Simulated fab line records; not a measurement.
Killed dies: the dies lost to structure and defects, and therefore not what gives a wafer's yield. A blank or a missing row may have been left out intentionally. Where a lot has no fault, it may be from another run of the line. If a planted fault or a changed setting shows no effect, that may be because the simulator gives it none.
fab line records	flow n5Finfet
record lots=10	wafers=29	lastDay=20
route steps=1938 shown BEOL_M3@995 BEOL_M4@1111 PASSIVATION@1936
lots untouched by any fault: they come from a run of this same line in which no faults occurred
startH: hours from the record's opening day to when the first of the lot's shown wafers began	waitH: hours since the lot's step before	" as in the row above	L1.1+2: a single row standing in for several wafers	- either no value or no given start	* or withheld: withheld	< > ~ a bound
route shown NAME@n: a module of which the file shows steps, and the number in the route of the first	usual: mean and standard deviation over wafers with no fault	same: alike in all rows	chamber/n: place in a boat	sites: the reading at each site	_std_site: the standard deviation of these	_edge_site: mean of outer sites minus mean of inner sites	radiusMm: how far each site lies from the wafer's centre	mask NAME#n: copy n	behind: the most recent tool/chamber to have shaped the wafer	hold: why the lot was held/for how many hours/how that ended	device: which transistor (n, p or np) failed to switch	end of line: the route-end tests of the same wafers	a step given without rows: its recipe and nothing more	killed: not the wafer's yield, but the dies lost to structure and defects at the first sort	map: per-die view of a wafer (x killed, . not killed, _ where there is no die)
set.NAME: the setting that was run; set.NAME@STEP: the one run at that earlier step	model.NAME: the simulator's own value behind a step, which no gauge read
steps of the route over a sample of lots; a table a step, a row a wafer
services: from which hour (startH, from the record's first day; less than 0 if before it) a tool's chamber was out of use, for how many hours, and why
## steps
# step N5_BEOL_M3_ANNEAL_49
# recipe tempC=400	timeS=240	ambient=vacuum
# usual heaterPowerW=784/110
lot.wafer	tool	chamber	startH	waitH	heaterPowerW
L844.1	pvdSputter-03	-	176.82	0.0	1016
L844.5	"	-	"	"	1026
L844.6	"	-	"	"	707
L845.2	pvdSputter-03	-	183.80	0.0	695
L845.5	"	-	"	"	1006
L846.4	pvdSputter-01	-	190.73	0.0	761
L846.5	"	-	"	"	700
L846.6	"	-	"	"	880
L847.1	pvdSputter-02	-	200.17	0.0	774
L847.2	"	-	"	"	889
L847.6	"	-	"	"	888
L856.2	pvdSputter-02	-	250.48	0.0	710
L856.5	"	-	"	"	799
L856.6	"	-	"	"	699
L858.1	pvdSputter-01	-	288.14	0.0	725
L858.2	"	-	"	"	752
L858.6	"	-	"	"	764
L861.3	pvdSputter-01	-	303.86	0.0	749
L861.4	"	-	"	"	787
L861.5	"	-	"	"	743
L859.2	pvdSputter-02	-	304.04	0.0	786
L859.4	"	-	"	"	878
L859.6	"	-	"	"	691
L866.1	pvdSputter-02	-	317.36	0.0	747
L866.4	"	-	"	"	729
L866.6	"	-	"	"	787
L865.1	pvdSputter-01	-	322.44	0.0	762
L865.4	"	-	"	"	754
L865.6	"	-	"	"	726
# step N5_BEOL_M3_ANNEAL_82
# recipe tempC=400	timeS=240	ambient=vacuum
# usual heaterPowerW=786/110
lot.wafer	tool	chamber	startH	waitH	heaterPowerW
L844.1	pvdSputter-03	-	177.26	0.0	974
L844.5	"	-	"	"	1038
L844.6	"	-	"	"	700
L845.2	pvdSputter-03	-	184.24	0.0	701
L845.5	"	-	"	"	1042
L846.4	pvdSputter-01	-	191.17	0.0	770
L846.5	"	-	"	"	723
L846.6	"	-	"	"	876
L847.1	pvdSputter-02	-	200.61	0.0	789
L847.2	"	-	"	"	893
L847.6	"	-	"	"	874
L856.2	pvdSputter-02	-	250.92	0.0	720
L856.5	"	-	"	"	786
L856.6	"	-	"	"	713
L858.1	pvdSputter-01	-	288.58	0.0	726
L858.2	"	-	"	"	756
L858.6	"	-	"	"	777
L861.3	pvdSputter-01	-	304.30	0.0	766
L861.4	"	-	"	"	771
L861.5	"	-	"	"	762
L859.2	pvdSputter-02	-	304.48	0.0	802
L859.4	"	-	"	"	865
L859.6	"	-	"	"	709
L866.1	pvdSputter-02	-	317.80	0.0	769
L866.4	"	-	"	"	713
L866.6	"	-	"	"	796
L865.1	pvdSputter-01	-	322.88	0.0	809
L865.4	"	-	"	"	735
L865.6	"	-	"	"	723
# step N5_BEOL_M3_SPUTTER_94
# recipe material=Cu	targetThkA=45	tempC=-20	chamberPressurePa=0.07	powerW=withheld	timeS=8.29
# usual chuckGasFlowSccm=1.27/0.053	throttleValvePct=30.4/1.5
lot.wafer	tool	chamber	startH	waitH	chuckGasFlowSccm	throttleValvePct
L844.1	pvdSputter-03	-	178.28	0.1	1.21	32.4
L844.5	"	-	"	"	1.18	32.5
L844.6	"	-	"	"	1.24	29.4
L845.2	pvdSputter-03	-	185.26	0.1	1.31	29.4
L845.5	"	-	"	"	1.25	32.3
L846.4	pvdSputter-01	-	192.19	0.1	1.28	29.7
L846.5	"	-	"	"	1.22	29.3
L846.6	"	-	"	"	1.27	32.9
L847.1	pvdSputter-02	-	201.63	0.1	1.25	29.6
L847.2	"	-	"	"	1.28	29.3
L847.6	"	-	"	"	1.31	29.0
L856.2	pvdSputter-02	-	255.01	0.1	1.30	32.3
L856.5	"	-	"	"	1.23	29.4
L856.6	"	-	"	"	1.34	32.1
L858.1	pvdSputter-01	-	289.60	0.1	1.18	29.3
L858.2	"	-	"	"	1.35	28.4
L858.6	"	-	"	"	1.37	29.8
L861.3	pvdSputter-01	-	305.32	0.1	1.26	28.2
L861.4	"	-	"	"	1.28	29.5
L861.5	"	-	"	"	1.20	28.2
L859.2	pvdSputter-02	-	305.50	0.1	1.27	29.3
L859.4	"	-	"	"	1.28	29.0
L859.6	"	-	"	"	1.36	32.5
L866.1	pvdSputter-02	-	318.82	0.1	1.15	29.0
L866.4	"	-	"	"	1.28	32.6
L866.6	"	-	"	"	1.25	29.4
L865.1	pvdSputter-01	-	323.90	0.1	1.15	29.6
L865.4	"	-	"	"	1.28	28.5
L865.6	"	-	"	"	1.22	29.3
# step N5_BEOL_M3_ECD_50
# recipe material=Cu	targetThkA=3000
lot.wafer	tool	chamber	startH	waitH
L844.1+5+6	ecdCu-02	1,1,0	178.61	0.1
L845.2+5	ecdCu-02	1	185.59	0.1
L846.4+5+6	ecdCu-02	0,1,0	192.54	0.1
L847.1+2+6	ecdCu-02	0,1,0	201.97	0.1
L856.2+5+6	ecdCu-01	1,1,0	255.35	0.1
L858.1+2+6	ecdCu-02	1,0,0	289.93	0.1
L861.3+4+5	ecdCu-02	0,1,1	305.67	0.1
L859.2+4+6	ecdCu-02	1,0,1	305.84	0.1
L866.1+4+6	ecdCu-01	0,0,1	319.15	0.1
L865.1+4+6	ecdCu-02	0,1,0	324.23	0.1
# step N5_BEOL_M3_CMP_52
# recipe stopOn=SiOC	tOverpolishS=6.8	downForcePsi=1	platenRpm=50	clearingPlatenDownForcePsi=1.5	clearingPlatenRpm=50	postCmpClean=cuAlkaline	targetThkNm=40	clearingPlatenPadVelocityMS=0.99484	padVelocityMS=0.99484
# usual motorCurrentA=5.8/0.32	timeToEndpointS=60.5/2.3
lot.wafer	tool	chamber	startH	waitH	motorCurrentA	timeToEndpointS
L844.1	cmp-03	2	179.03	0.3	5.5	59.8
L844.5	"	1	"	"	5.8	58.3
L844.6	"	2	"	"	5.7	57.8
L845.2	cmp-02	3	186.04	0.3	5.7	91.4
L845.5	"	1	"	"	5.9	60.0
L846.4	cmp-03	2	193.01	0.2	5.6	93.3
L846.5	"	3	"	"	5.5	62.3
L846.6	"	0	"	"	6.7	61.5
L847.2	cmp-01	2	202.43	0.3	5.7	93.2
L847.1	"	3	"	"	5.9	59.9
L847.6	"	2	"	"	6.0	63.2
L856.2	cmp-03	1	255.99	0.2	5.9	58.2
L856.6	"	1	"	"	6.1	64.4
L856.5	"	2	"	"	5.6	62.5
L858.2	cmp-02	1	290.31	0.2	5.9	60.0
L858.1	"	3	"	"	5.9	58.3
L858.6	"	2	"	"	5.8	57.8
L861.4	cmp-02	1	306.22	0.3	5.6	61.8
L861.3	"	0	"	"	5.6	58.9
L861.5	"	1	"	"	5.6	60.3
L859.4	cmp-02	3	306.45	0.3	6.0	61.8
L859.2	"	2	"	"	5.9	60.0
L859.6	"	3	"	"	6.0	60.9
L866.4	cmp-03	1	320.17	0.8	6.1	62.8
L866.1	"	0	"	"	6.6	62.7
L866.6	"	2	"	"	5.8	62.9
L865.1	cmp-01	0	324.67	0.3	6.1	59.3
L865.4	"	2	"	"	6.1	62.6
L865.6	"	3	"	"	6.1	59.6
# step N5_BEOL_M4_RC_MEAS_101
# usual DIBL_N=36.3/1.2	DIBL_P=36.3/1.4	IOFF_N=0.160/0.02	IOFF_P=0.210/0.025	ION_N=675/9.5	ION_P=462/7	SS_N=71.5/0.53	SS_P=73.4/0.55	VT_N=249.5/2.6	VT_P=-250.1/2.9
lot.wafer	tool	chamber	startH	waitH	DIBL_N[mV/V]	DIBL_P[mV/V]	IOFF_N[nA/um]	IOFF_P[nA/um]	ION_N[uA/um]	ION_P[uA/um]	SS_N[mV/dec]	SS_P[mV/dec]	VT_N[mV]	VT_P[mV]
L844.1	prober-01	0	191.57	0.0	34.6	33.6	0.135	0.161	666	450	72.3	72.7	252.2	-252.7
L844.5	"	0	"	"	34.2	32.9	0.121	0.154	663	452	71.7	73.2	251.1	-256.1
L844.6	"	0	"	"	36.5	36.7	0.167	0.203	674	462	72.4	73.9	250.2	-251.2
L845.2	prober-02	0	210.61	0.2	36.3	34.9	0.153	0.215	677	470	71.7	73.4	250.1	-252.6
L845.5	"	0	"	"	35.9	34.7	0.137	0.208	664	461	70.9	74.0	249.9	-249.6
L846.4	prober-01	0	210.98	0.5	35.4	37.2	0.147	0.184	676	449	71.5	72.9	252.4	-253.0
L846.5	"	0	"	"	35.3	36.7	0.145	0.182	670	456	71.5	73.2	252.5	-253.3
L846.6	"	0	"	"	35.5	36.8	0.142	0.176	670	454	72.1	73.9	255.6	-251.6
L847.1	prober-01	0	216.87	0.0	37.5	36.8	0.145	0.188	653	450	71.6	73.6	254.1	-254.0
L847.2	"	0	"	"	37.3	36.6	0.143	0.180	662	453	71.6	73.6	252.0	-252.6
L847.6	"	0	"	"	39.3	38.2	0.168	0.201	665	455	72.5	73.5	250.0	-252.0
L856.2	prober-01	0	290.49	0.2	37.2	37.4	0.169	0.239	684	459	72.5	73.6	247.4	-250.6
L856.5	"	0	"	"	37.8	37.3	0.180	0.244	679	466	72.3	73.9	245.2	-247.5
L856.6	"	0	"	"	37.4	37.1	0.168	0.236	679	470	71.8	72.7	250.2	-246.4
L858.1	prober-01	0	317.22	0.0	36.4	36.7	0.158	0.191	683	464	72.2	73.5	251.5	-252.5
L858.2	"	0	"	"	35.2	36.0	0.150	0.186	678	459	72.1	72.6	249.7	-253.6
L858.6	"	0	"	"	37.0	38.2	0.183	0.222	688	469	72.0	74.2	247.0	-250.8
L859.2	prober-01	0	329.33	0.2	37.6	37.1	0.161	0.217	668	463	72.0	73.6	248.7	-250.7
L859.4	"	0	"	"	37.5	38.0	0.166	0.232	672	459	72.5	74.2	250.3	-246.4
L859.6	"	0	"	"	35.9	35.6	0.140	0.205	672	463	71.4	73.5	249.4	-251.9
L861.3	prober-02	0	338.46	0.3	36.9	37.5	0.162	0.215	668	463	71.9	73.5	250.5	-248.9
L861.4	"	0	"	"	39.5	40.0	0.206	0.265	685	464	71.7	74.6	248.3	-246.1
L861.5	"	0	"	"	38.2	38.9	0.186	0.236	674	457	71.6	74.7	249.9	-248.1
L866.1	prober-01	0	356.00	0.0	33.8	35.9	0.157	0.187	675	459	70.8	73.3	248.4	-252.7
L866.4	"	0	"	"	35.6	36.3	0.190	0.194	668	452	71.2	73.7	248.9	-254.3
L866.6	"	0	"	"	36.2	37.2	0.183	0.204	668	452	71.7	74.0	250.5	-252.4
L865.1	prober-02	0	363.29	0.0	35.3	36.4	0.154	0.208	679	472	71.6	72.7	247.8	-249.9
L865.4	"	0	"	"	34.8	34.8	0.143	0.183	683	466	70.8	72.7	248.7	-250.5
L865.6	"	0	"	"	34.6	35.8	0.151	0.206	691	466	71.3	72.1	250.1	-247.9
# step N5_PASSIVATION_PROBE_49
# usual defectLimitedYield=90.9/1.3	killed_at_M0_to_M3=36/11	killed_at_M4_up=13/5.1	killedAtContacts=14/4.9	killedAtFrontEnd=41/10	killedAtOther=3.4/2.6	killedDies=107/16	killedOpen=70/11	killedShort=36/7.8	sort_bin_5_function=5.4/0.84	sort_bin_6_memory=3.4/0.67	sortNPass=1073/16	sortYieldPct=90.9/1.3
# same grossDies=1180	killedAtBackSide=0	sort_bin_4_leakage[%]=0	sort_bin_8_speed[%]=0
lot.wafer	tool	chamber	startH	waitH	defectLimitedYield[%]	killed_at_M0_to_M3	killed_at_M4_up	killedAtContacts	killedAtFrontEnd	killedAtOther	killedDies	killedOpen	killedShort	sort_bin_5_function[%]	sort_bin_6_memory[%]	sortNPass	sortYieldPct[%]
L844.1	prober-01	-	312.78	0.0	89.9	45	14	14	43	3	119	74	45	5.1	4.6	1061	89.9
L844.5	prober-01	-	312.98	0.2	90.7	46	15	12	34	3	110	72	36	5.6	3.0	1070	90.7
L844.6	prober-01	-	313.03	0.3	89.4	46	12	15	43	9	125	78	43	5.5	4.9	1055	89.4
L856.2	prober-01	-	395.95	0.1	90.4	38	21	9	40	5	113	73	40	6.4	3.1	1067	90.4
L866.1	prober-01	-	465.15	0.1	90.1	53	18	8	38	0	117	67	45	6.2	3.3	1063	90.1
L866.4	prober-01	-	465.30	0.2	92.1	35	17	13	28	0	93	65	26	4.1	3.7	1087	92.1
L866.6	prober-01	-	465.40	0.3	90.8	30	13	11	51	3	108	63	36	5.2	3.0	1072	90.8
# killed by level:class
L844.1 STI_FIN_REVEAL:geometricParticle:open=12 MOL_CONTACT_COAG:geometricParticle:open=11 BEOL_M1:geometricParticle:open=8 BEOL_M0_SAQP:geometricParticle:short=8 FIN_SAQP:geometricParticle:short=7 BEOL_M3:geometricParticle:short=7 FIN_SAQP:geometricParticle:open=6 BEOL_M0_SAQP:geometricParticle:open=6
L844.5 BEOL_M0_SAQP:geometricParticle:short=13 MOL_CONTACT_COAG:geometricParticle:open=11 BEOL_M3:geometricParticle:open=10 DUMMY_GATE:geometricParticle:open=7 BEOL_M4:geometricParticle:open=7 STARTING-WAFER:geometricParticle:open=6 GATE_CUT:geometricParticle:short=5 BEOL_M0_SAQP:geometricParticle:open=5
L844.6 STI_FIN_REVEAL:geometricParticle:open=17 MOL_CONTACT_COAG:geometricParticle:open=13 BEOL_M1:geometricParticle:open=10 BEOL_M0_SAQP:geometricParticle:open=7 BEOL_M0_SAQP:geometricParticle:short=7 BEOL_M3:geometricParticle:short=7 BEOL_M3:geometricParticle:open=6 FIN_SAQP:geometricParticle:short=5
L856.2 FIN_SAQP:geometricParticle:open=14 BEOL_M0_SAQP:geometricParticle:open=11 BEOL_M4:geometricParticle:open=11 FIN_SAQP:geometricParticle:short=9 BEOL_M0_SAQP:geometricParticle:short=8 BEOL_M3:geometricParticle:open=8 MOL_CONTACT_COAG:geometricParticle:open=6 GATE_CUT:geometricParticle:short=5
L866.1 BEOL_M0_SAQP:geometricParticle:short=19 BEOL_M0_SAQP:geometricParticle:open=14 BEOL_M2:geometricParticle:open=8 MOL_CONTACT_COAG:geometricParticle:open=6 STI_FIN_REVEAL:geometricParticle:open=5 DUMMY_GATE:geometricParticle:open=5 BEOL_M5:geometricParticle:short=5 BEOL_M4:geometricParticle:open=5
L866.4 BEOL_M1:geometricParticle:open=12 MOL_CONTACT_COAG:geometricParticle:open=10 BEOL_M4:geometricParticle:open=7 DUMMY_GATE:geometricParticle:open=6 BEOL_M0_SAQP:geometricParticle:open=6 BEOL_M3:geometricParticle:open=5 BEOL_M0_SAQP:geometricParticle:short=5 FIN_SAQP:geometricParticle:short=4
L866.6 DUMMY_GATE:geometricParticle:open=14 MOL_CONTACT_COAG:geometricParticle:open=9 BEOL_M0_SAQP:geometricParticle:open=9 BEOL_M1:geometricParticle:open=7 HKMG_FIN:areaEtch=6 FIN_SAQP:geometricParticle:open=4 FIN_SAQP:geometricParticle:short=4 BEOL_M5:geometricParticle:short=4
## services
tool	chamber	startH	hours	kind
cmp-03	-	153.03	0.3	repair
cmp-01	-	159.13	2.1	repair
cmp-03	-	174.62	3.7	pm
cmp-03	-	182.14	4.0	pm
cmp-03	-	186.14	-	consumableReplace:conditioner
cmp-03	-	186.14	-	consumableReplace:pad
cmp-03	-	199.31	4.2	repair
cmp-02	-	201.20	1.1	repair
cmp-01	-	203.65	1.3	repair
cmp-01	-	225.37	0.7	repair
cmp-01	-	275.16	0.4	repair
cmp-02	-	289.28	0.3	repair
cmp-02	-	301.15	0.9	repair
cmp-01	-	304.45	6.7	pm
cmp-01	-	312.79	1.2	repair
## key
firstSign step=N5_BEOL_M3_CMP_52	reading=timeToEndpointS	direction=up	sigmas=14	usual=*	struck=*
effect none on later readings
metAt N5_BEOL_M3_ECD_50
struckLots L845,L846,L847
struckWafers L845.2,L846.4,L847.2
notActingAt N5_BEOL_M3_ANNEAL_49,N5_BEOL_M3_ANNEAL_82,N5_BEOL_M3_SPUTTER_94
onsetBetween 178.61 185.59
fault kind=processParameterDrift	tool=ecdCu-02	chamber=-	onsetH=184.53	steps=N5_BEOL_M3_ECD_50	channel=targetThkA	offset=*	shape=step	endH=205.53	scope=struckWafersOnly	actsIn=*	stated=*
